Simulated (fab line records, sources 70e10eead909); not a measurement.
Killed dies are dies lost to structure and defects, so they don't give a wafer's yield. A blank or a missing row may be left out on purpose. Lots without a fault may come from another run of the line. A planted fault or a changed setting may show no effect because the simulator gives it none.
fab line records | flow nand_harc
record lots=6 wafers=18 last_day=23
route steps=1159 shown A_SLIT@797 A_SIN_REMOVE@804 A_WL_FILL@809 END@1159
lots that met no fault: from a run of the same line without faults
start_h: hours from the record's first day to the start of the lot's first wafer shown | wait_h: hours since the lot's step before | " the same as in the row above | L1.1+2: a row that stands for several wafers | - no value, or no start given | * or withheld: withheld | < > ~ a bound
route shown NAME@n: a module of which the file shows steps, and the number in the route of the first | usual: mean/standard deviation of fault-free wafers | same: alike in all rows | chamber/n: place in a boat | sites: the reading at each site | _std_site: their standard deviation | _edge_site: outer sites' mean less inner sites' | radius_mm: how far each site lies from the wafer's centre | mask NAME#n: copy n | behind: the tool/chamber that last shaped the wafer | hold: why the lot was held/for how many hours/how that ended | device: the transistor (n, p or np) that didn't switch | end of line: the same wafers' tests at the end of the route | a step without rows: its recipe alone | killed: dies lost to structure and defects at the first sort, not the wafer's yield | map: a wafer's dies, x killed, . not, _ none there
set.NAME: the setting as run; set.NAME@STEP: as run at that earlier step | model.NAME: the simulator's own value behind a step, which no gauge read
lots at some steps of the route; a table a step, a row a wafer
services: from which hour (start_h, from the record's first day; less than 0 if before it) a tool's chamber was out of use, for how many hours, and why
## steps
# step NHARC_A_SLIT_ETCH_26
# recipe bias_v=400 source_w=2000 pressure_mtorr=25 time_s=90 ar_flow_sccm=375 c4f8_flow_sccm=41.7 o2_flow_sccm=83.3 target_depth_a=4000 chemistry=C4F8/O2/Ar
# usual drypump_motor_current_A=5.91/0.26 showerhead_plenum_p_Torr=3.65/0.06 throttle_valve_pct=27.619/0.0088
# columns lot.wafer tool chamber start_h wait_h drypump_motor_current_A rf_hours_counter_h showerhead_plenum_p_Torr throttle_valve_pct
L134.1 har_etch-02 0 335.30 1.0 6.30 180 3.57 27.608
L134.4 " 0 " " 6.30 - 3.57 27.623
L134.6 " 1 " " 5.65 - 3.66 27.617
L136.2 har_etch-02 1 352.41 1.0 5.65 183 3.66 27.627
L136.3 " 1 " " 5.65 - 3.66 27.612
L136.5 " 1 " " 5.66 - 3.66 27.609
L144.2 har_etch-01 0 404.25 1.2 5.72 43 3.70 27.620
L144.4 " 0 " " 5.72 - 3.70 27.617
L144.6 " 0 " " 5.71 - 3.70 27.626
L143.2 har_etch-01 0 406.45 1.3 5.73 44 3.70 27.625
L143.1 " 1 " " 5.94 44 3.71 27.628
L143.3 " 1 " " 5.91 - 3.71 27.628
L147.1 har_etch-01 0 422.72 1.0 5.70 50 3.69 27.616
L147.6 " 1 " " 5.94 - 3.70 27.603
L147.5 " 0 " " 5.70 - 3.69 27.630
L149.1 har_etch-02 1 436.07 1.0 5.67 222 3.64 27.609
L149.3 " 1 " " 5.68 - 3.64 27.628
L149.6 " 0 " " 6.25 - 3.55 27.599
# step NHARC_A_SLIT_STRIP_28
# recipe o2_flow_sccm=400 cos_flow_sccm=20 ar_flow_sccm=0 bias_w=0 chemistry=O2/COS
# step NHARC_A_SLIT_ETCH_29
# recipe target_depth_a=1000 overetch_a=100 time_s=55 ion_energy_ev=100 cf4_flow_sccm=80 o2_flow_sccm=20 ar_flow_sccm=0 rf_w=300 bias_w=100 chemistry=CF4/O2
# usual drypump_motor_current_A=5.6/0.59 oes_f_703_au=1.000/0.005 oes_product_au=1.002/0.011 rf_vpp_V=197.7/1.3 showerhead_plenum_p_Torr=1.33/0.054 throttle_valve_pct=13.398/0.0081
# columns lot.wafer tool chamber start_h wait_h drypump_motor_current_A oes_f_703_au oes_product_au rf_hours_counter_h rf_vpp_V showerhead_plenum_p_Torr throttle_valve_pct
L134.1 rie_diel-07 0 335.88 0.1 5.1 1.003 1.026 7 198.8 1.39 13.388
L134.4 " 0 " " 5.1 1.002 1.019 - 198.3 1.39 13.399
L134.6 " 3 " " 5.2 1.003 0.999 - 197.0 1.27 13.386
L136.3 rie_diel-03 3 353.00 0.1 6.3 1.001 0.993 11 198.8 1.41 13.398
L136.2 " 2 " " 6.6 1.008 1.016 12 196.7 1.25 13.391
L136.5 " 0 " " 5.3 1.001 1.006 - 198.3 1.33 13.389
L144.2 rie_diel-01 2 404.90 0.1 5.1 0.999 1.008 6 196.3 1.25 13.387
L144.6 " 1 " " 6.5 1.003 1.010 - 199.7 1.35 13.404
L144.4 " 2 " " 5.1 0.993 1.003 - 195.6 1.25 13.390
L143.3 rie_diel-03 3 407.07 0.1 6.3 0.992 1.002 1 199.3 1.41 13.390
L143.2 " 0 " " 5.3 1.010 0.993 1 196.3 1.33 13.396
L143.1 " 2 " " 6.6 0.999 0.998 1 195.8 1.25 13.388
L147.1 rie_diel-01 1 423.35 0.1 6.5 1.000 1.003 7 198.0 1.35 13.406
L147.6 " 2 " " 5.1 1.011 1.000 - 196.9 1.25 13.392
L147.5 " 0 " " 5.9 0.993 0.985 - 196.7 1.30 13.400
L149.1 rie_diel-07 1 436.66 0.1 5.4 0.997 1.010 2 197.0 1.35 13.404
L149.3 " 2 " " 5.4 0.998 0.984 1 199.4 1.37 13.394
L149.6 " 0 " " 5.0 1.000 1.023 - 199.1 1.39 13.419
# step NHARC_A_SLIT_STRIP_18
# recipe o2_flow_sccm=500 ar_flow_sccm=0 bias_w=0 chemistry=O2
# usual drypump_motor_current_A=5.7/0.6 oes_product_au=1.001/0.01 rf_vpp_V=57.7/0.84 showerhead_plenum_p_Torr=3.51/0.14 throttle_valve_pct=17.037/0.0086
# columns lot.wafer tool chamber start_h wait_h drypump_motor_current_A oes_product_au rf_hours_counter_h rf_vpp_V showerhead_plenum_p_Torr throttle_valve_pct
L134.1 rie_diel-07 1 - - 5.4 1.001 6 57.9 3.58 17.035
L134.4 " 3 " " 5.2 1.003 - 56.5 3.36 17.028
L134.6 " 1 " " 5.4 1.004 - 58.0 3.58 17.033
L136.3 rie_diel-03 1 - - 5.0 0.992 11 57.6 3.57 17.044
L136.2 " 0 " " 5.3 1.007 11 58.3 3.52 17.045
L136.5 " 2 " " 6.6 1.002 - 57.3 3.30 17.033
L144.2 rie_diel-01 1 - - 6.5 1.005 7 57.5 3.56 17.022
L144.4 " 2 " " 5.2 1.001 - 56.6 3.30 17.029
L144.6 " 0 " " 5.9 1.004 - 58.1 3.43 17.046
L143.3 rie_diel-03 2 - - 6.7 0.997 1 57.2 3.30 17.035
L143.1 " 3 " " 6.3 1.004 1 58.2 3.72 17.041
L143.2 " 1 " " 5.0 0.988 1 57.4 3.56 17.042
L147.1 rie_diel-01 2 - - 5.2 1.006 7 57.9 3.30 17.031
L147.5 " 2 " " 5.2 0.998 - 57.8 3.30 17.039
L147.6 " 0 " " 5.9 0.994 - 56.3 3.43 17.020
L149.3 rie_diel-07 0 - - 5.1 1.018 2 59.3 3.67 17.032
L149.1 " 1 " " 5.4 1.026 2 57.8 3.57 17.040
L149.6 " 3 " " 5.2 1.004 - 56.3 3.35 17.038
# step NHARC_A_SLIT_PRECLEAN_19
# recipe time_s=* temp_c=50 bath_age_min=0 chemistry=SC1
# step NHARC_A_SLIT_SRD_20
# step NHARC_A_SLIT_CD_MEAS_21
# usual cd_nm=289.5/0.91
# columns lot.wafer tool chamber start_h wait_h cd_nm
L134.1 cd_sem-02 - 336.48 - 290.7
L134.4 " - " " 291.1
L134.6 " - " " 291.2
L136.2 cd_sem-02 - 353.54 - 288.9
L136.3 " - " " 288.9
L136.5 " - " " 290.6
L144.2 cd_sem-03 - 405.48 - 287.8
L144.4 " - " " 288.0
L144.6 " - " " 289.0
L143.1 cd_sem-03 - 407.60 - 289.2
L143.2 " - " " 288.8
L143.3 " - " " 289.7
L147.1 cd_sem-03 - 423.94 - 290.8
L147.5 " - " " 290.8
L147.6 " - " " 290.4
L149.1 cd_sem-02 - 437.21 - 289.1
L149.3 " - " " 288.6
L149.6 " - " " 289.5
# step NHARC_A_SIN_REMOVE_WET_00
# recipe temp_c=160 time_s=15300 chemistry=H3PO4
# step NHARC_A_SIN_REMOVE_PRECLEAN_01
# recipe time_s=* temp_c=50 bath_age_min=0 chemistry=SC1
# step NHARC_A_SIN_REMOVE_SRD_02
# step NHARC_A_SIN_REMOVE_INSPECT_04
# usual raw_defect_count=315/100
# columns lot.wafer tool chamber start_h wait_h raw_defect_count
L134.1 defect_inspect-01 - 344.19 0.0 183
L134.4 " - " " 254
L134.6 " - " " 303
L136.2 defect_inspect-02 - 361.20 0.0 535
L136.3 " - " " 398
L136.5 " - " " 315
L144.2 defect_inspect-02 - 411.39 0.0 389
L144.4 " - " " 298
L144.6 " - " " 203
L143.1 defect_inspect-01 - 415.28 0.0 274
L143.2 " - " " 291
L143.3 " - " " 386
L147.1 defect_inspect-01 - 431.70 0.0 256
L147.5 " - " " 312
L147.6 " - " " 203
L149.1 defect_inspect-01 - 444.93 0.0 382
L149.3 " - " " 389
L149.6 " - " " 421
# step NHARC_A_WL_FILL_ALD_00
# recipe target_thk_a=30 pulse_time_s=3 ald_cycles=30 temp_c=300 material=Al2O3
# usual ald_cycles=30/0 heater_power_w=472/36 precursor_pulse_height_rel=0.999/0.018
# columns lot.wafer tool chamber start_h wait_h ald_cycles heater_power_w precursor_pulse_height_rel
L134.4 ald_hk-03 3 344.25 0.1 30 504 0.983
L134.1 " 1 " " 30 528 1.014
L134.6 " 3 " " 30 519 1.020
L136.3 ald_hk-02 1 361.26 0.1 30 468 1.039
L136.2 " 3 " " 30 419 0.989
L136.5 " 2 " " 30 485 1.021
L144.4 ald_hk-02 0 411.60 0.2 30 502 0.980
L144.2 " 1 " " 30 452 0.992
L144.6 " 0 " " 30 511 1.007
L143.2 ald_hk-02 1 416.82 1.5 33 477 0.986
L143.3 " 3 " " 33 426 0.999
L143.1 " 0 " " 33 519 0.985
L147.1 ald_hk-01 3 431.77 0.1 30 463 1.022
L147.6 " 3 " " 30 460 1.004
L147.5 " 0 " " 30 424 0.996
L149.3 ald_hk-02 3 444.99 0.1 33 426 0.940
L149.1 " 1 " " 33 477 0.997
L149.6 " 3 " " 33 425 0.998
# step NHARC_A_WL_FILL_RTA_01
# recipe temp_c=1000 time_s=5
# usual anneal_temp_c_max=1004.6/0.82 lamp_power_pct=28.32/0.28 lamp_zone_7_pct=28.77/0.29 wafer_temp_C_max=1004.3/2.2
# columns lot.wafer tool chamber start_h wait_h anneal_temp_c_max lamp_power_pct lamp_zone_7_pct wafer_temp_C_max
L134.1 rtp_anneal-01 0 344.51 - 1003.4 28.53 29.02 1002.6
L134.4 " 0 " " 1004.5 28.53 29.02 1003.8
L134.6 " 0 " " 1003.2 28.54 29.04 1002.9
L136.2 rtp_anneal-01 0 361.55 - 1004.8 28.54 29.05 1003.2
L136.3 " 0 " " 1003.5 28.55 29.00 1003.3
L136.5 " 0 " " 1004.2 28.58 29.02 1003.0
L144.2 rtp_anneal-02 0 411.89 - 1005.1 27.99 28.47 1008.1
L144.4 " 0 " " 1004.3 28.00 28.41 1006.3
L144.6 " 0 " " 1004.4 27.99 28.42 1005.3
L143.1 rtp_anneal-01 0 417.09 - 1003.9 28.52 29.00 1002.6
L143.2 " 0 " " 1003.9 28.52 29.03 1002.3
L143.3 " 0 " " 1005.0 28.54 28.98 1002.6
L147.1 rtp_anneal-02 0 432.05 - 1005.3 28.03 28.49 1006.6
L147.5 " 0 " " 1004.9 27.98 28.43 1007.3
L147.6 " 0 " " 1003.1 27.98 28.41 1006.3
L149.1 rtp_anneal-02 0 445.26 - 1005.5 27.97 28.50 1005.6
L149.3 " 0 " " 1005.4 27.96 28.44 1006.3
L149.6 " 0 " " 1006.3 28.05 28.48 1006.6
# step NHARC_END_SORT_01
# recipe temp_c=25
# usual killed_at_array=29/11 killed_at_other=0.6/0.75 killed_at_periphery=3.1/2.1 killed_dies=32/11 killed_open=3.0/1.8 killed_short=1.8/1.3
# same gross_dies=677
# columns lot.wafer tool chamber start_h wait_h killed_at_array killed_at_other killed_at_periphery killed_dies killed_open killed_short
L136.2 prober-02 0 475.39 2.9 33 0 6 39 1 3
L136.3 prober-02 0 476.19 3.1 33 0 8 41 4 0
L136.5 prober-02 0 477.80 3.7 40 0 5 45 0 2
L144.2 prober-01 0 515.63 2.8 28 2 5 35 5 1
L144.4 prober-01 0 517.22 3.4 37 1 1 39 1 4
L144.6 prober-01 0 518.82 4.0 25 2 1 28 3 1
L143.1 prober-01 0 522.63 2.5 20 0 4 24 3 2
L143.2 prober-01 0 523.43 2.8 20 1 7 28 3 1
L143.3 prober-01 0 524.23 3.1 26 0 4 30 4 1
# killed by level:class
L136.2 A_CHANNEL_HOLE_D1:chamber_film_flake=17 A_SLIT:chamber_film_flake=6 P_GATE:chamber_film_flake=3 A_CONTACT:chamber_film_flake=3 A_ZERO_WELL:chamber_film_flake=2 P_CONTACT:geometric_particle:short=1 P_M0:geometric_particle:open=1 A_ONON_D1:geometric_particle:short=1
L136.3 A_CHANNEL_HOLE_D1:chamber_film_flake=12 A_SLIT:chamber_film_flake=11 A_CONTACT:chamber_film_flake=6 P_GATE:chamber_film_flake=3 P_M0:chamber_film_flake=3 P_CONTACT:geometric_particle:open=1 P_M1:geometric_particle:open=1 A_SGD_CUT:geometric_particle:open=1
L136.5 A_CHANNEL_HOLE_D1:chamber_film_flake=15 A_SLIT:chamber_film_flake=14 A_CONTACT:chamber_film_flake=4 P_GATE:chamber_film_flake=2 P_M0:chamber_film_flake=2 A_CHANNEL_FILL_D1:chamber_film_flake=2 A_WL_FILL:chamber_film_flake=2 A_WL_FILL:geometric_particle:short=1
L144.2 A_CHANNEL_HOLE_D1:chamber_film_flake=14 A_STAIRCASE:chamber_film_flake=6 A_CONTACT:geometric_particle:open=2 P_GATE:chamber_film_flake=2 A_SLIT:chamber_film_flake=2 A_WL_FILL:chamber_film_flake=2 THIN_TSV:chamber_film_flake=2 P_GATE:geometric_particle:open=1
L144.4 A_CHANNEL_HOLE_D1:chamber_film_flake=16 A_STAIRCASE:chamber_film_flake=7 A_SLIT:chamber_film_flake=5 A_WL_FILL:geometric_particle:short=3 A_WL_FILL:chamber_film_flake=3 A_CHANNEL_FILL_D1:geometric_particle:short=1 A_BLC:geometric_particle:open=1 P_GATE:chamber_film_flake=1
L144.6 A_CHANNEL_HOLE_D1:chamber_film_flake=14 A_STAIRCASE:chamber_film_flake=4 A_SLIT:chamber_film_flake=2 THIN_TSV:chamber_film_flake=2 P_M0:geometric_particle:open=1 A_CHANNEL_HOLE_D1:geometric_particle:short=1 A_CHANNEL_HOLE_D1:geometric_particle:open=1 A_CONTACT:geometric_particle:open=1
L143.1 A_CHANNEL_HOLE_D1:chamber_film_flake=7 P_BONDPAD:chamber_film_flake=4 A_CONTACT:chamber_film_flake=3 A_CONTACT:geometric_particle:open=2 A_ZERO_WELL:chamber_film_flake=2 A_STAIRCASE:chamber_film_flake=2 A_SOURCE_PLATE:geometric_particle:short=1 A_ONON_D1:geometric_particle:open=1
L143.2 A_CHANNEL_HOLE_D1:chamber_film_flake=12 P_GATE:chamber_film_flake=3 P_BONDPAD:chamber_film_flake=2 A_ZERO_WELL:chamber_film_flake=2 P_CONTACT:geometric_particle:open=1 P_M0:geometric_particle:open=1 A_SOURCE_PLATE:geometric_particle:short=1 A_CONTACT:geometric_particle:open=1
L143.3 A_CHANNEL_HOLE_D1:chamber_film_flake=16 P_BONDPAD:chamber_film_flake=3 A_STAIRCASE:chamber_film_flake=2 A_CONTACT:chamber_film_flake=2 A_SOURCE_PLATE:geometric_particle:open=1 A_CHANNEL_HOLE_D1:geometric_particle:open=1 A_WL_FILL:geometric_particle:open=1 A_CONTACT:geometric_particle:open=1
## services
# columns tool chamber start_h hours kind
rie_diel-01 - 315.14 9.0 pm
rie_diel-01 0 315.14 9.0 vent_cycle
rie_diel-01 1 315.14 9.0 vent_cycle
rie_diel-01 2 315.14 9.0 vent_cycle
rie_diel-01 3 315.14 9.0 vent_cycle
ald_hk-01 - 318.75 0.8 repair
rie_diel-03 0 322.39 - clean
rie_diel-03 1 322.39 - clean
rie_diel-03 2 322.39 - clean
rie_diel-03 3 322.39 - clean
rie_diel-01 0 324.14 - clean
rie_diel-01 1 324.14 - clean
rie_diel-01 2 324.14 - clean
rie_diel-01 3 324.14 - clean
ald_hk-03 - 325.87 10.0 pm
rie_diel-07 0 335.20 - clean
rie_diel-07 1 335.20 - clean
rie_diel-07 2 335.20 - clean
rie_diel-03 1 338.61 6.0 repair
rie_diel-01 3 346.66 97.8 repair
rie_diel-03 - 392.39 9.0 pm
rie_diel-07 - 405.24 9.0 pm
har_etch-02 - 411.11 0.3 repair
ald_hk-03 - 423.12 0.3 repair
## key
first_sign step=NHARC_A_WL_FILL_ALD_00 reading=ald_cycles direction=up sigmas=99+ usual=30 struck=33
effect none on later readings
met_at NHARC_A_WL_FILL_ALD_00
struck_wafers L143.1,L143.2,L143.3,L149.1,L149.3,L149.6
tester_left_out L143,L149
onset_between 411.60 416.82
fault kind=process_parameter_drift tool=ald_hk-02 chamber=- onset_h=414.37 steps=NHARC_A_WL_FILL_ALD_00 channel=ald_cycles offset=3 shape=step end_h=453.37 acts_in=these_recipes_only stated=30
# tester_left_out: of these lots the tester's yield and bins aren't shown, on N5 and GAA mostly nor the transistor test; their killed dies are dies lost to structure and defects alone, not to doping, threshold or leakage, so they don't give the yield
